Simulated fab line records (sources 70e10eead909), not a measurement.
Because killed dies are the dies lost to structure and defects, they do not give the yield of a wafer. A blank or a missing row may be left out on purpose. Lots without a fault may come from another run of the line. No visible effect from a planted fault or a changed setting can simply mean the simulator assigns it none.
Matching of chambers    flow nand harc    4 sister chambers for NHARC_P_ZERO_WELL_ETCH_63 on rie si-02
The step etches the open film in HBr/Cl2, target depth 120 nm, time 40.1 s. 14 wafers are shown with their chamber, then 7 later ones without.

## WAFERS PAIRED WITH THEIR CHAMBERS
wafer   chamber  he backside leak sccm (sccm)  oes product au (a.u.)  throttle valve pct (%)
L983.1  0        2.45                          0.989                  26.406
L983.3  2        2.52                          1.010                  26.394
L983.5  1        2.51                          1.008                  26.409
L984.1  3        2.92                          0.998                  26.400
L984.4  3        2.77                          1.010                  26.393
L984.6  2        2.68                          1.005                  26.402
L985.2  3        3.00                          1.005                  26.395
L985.5  3        2.91                          1.018                  26.404
L985.6  2        2.79                          1.007                  26.401
L986.3  2        2.66                          1.021                  26.403
L986.4  1        2.47                          1.015                  26.400
L986.6  1        2.51                          1.005                  26.406
L996.1  2        2.58                          0.998                  26.387
L996.2  1        2.35                          1.028                  26.386

SIGNATURES, as means of the wafers listed above
reading                chamber 0  chamber 1  chamber 2  chamber 3  scatter within a chamber
he backside leak sccm  2.4500     2.4600     2.6460     2.9000     0.0932
oes product au         0.98900    1.01400    1.00820    1.00775    0.009
throttle valve pct     26.40600   26.40025   26.39740   26.39800   0.00756
Rule: for a wafer and a chamber, the distance is found by dividing, reading by reading, the gap between the wafer's reading and the chamber's mean by the reading's scatter, squaring, summing and taking the root. If the next closest chamber is less than 2 further off than the closest, the wafer can't be placed; otherwise it belongs to the closest. How the scatter is found: for the shown wafers, subtract from each reading the mean of its chamber, square and add these, divide the total by (wafers less chambers), then take the root.

## WAFERS WITHOUT THEIR CHAMBER
wafer   he backside leak sccm (sccm)  oes product au (a.u.)  throttle valve pct (%)
L996.6  2.81                          1.022                  26.394
L997.1  2.39                          1.028                  26.406
L997.5  2.42                          1.026                  26.419
L997.6  2.38                          1.004                  26.406
L105.1  2.31                          1.015                  26.418
L105.3  3.09                          1.027                  26.410
L105.4  2.43                          1.040                  26.405

## WHICH CHAMBER EACH WENT THROUGH
wafer   from the rows above           in truth
L996.6  can't be placed: 3 or 2       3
L997.1  can't be placed: 1 or 2       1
L997.5  can't be placed: 1 or 2 or 0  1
L997.6  can't be placed: 1 or 0 or 2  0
L105.1  can't be placed: 1 or 0 or 2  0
L105.3  3                             3
L105.4  can't be placed: 1 or 2       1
1 of 7 placed correctly. From these rows, 6 cannot be placed; in 6 the true chamber is one of the candidates. Number placed wrongly: 0.
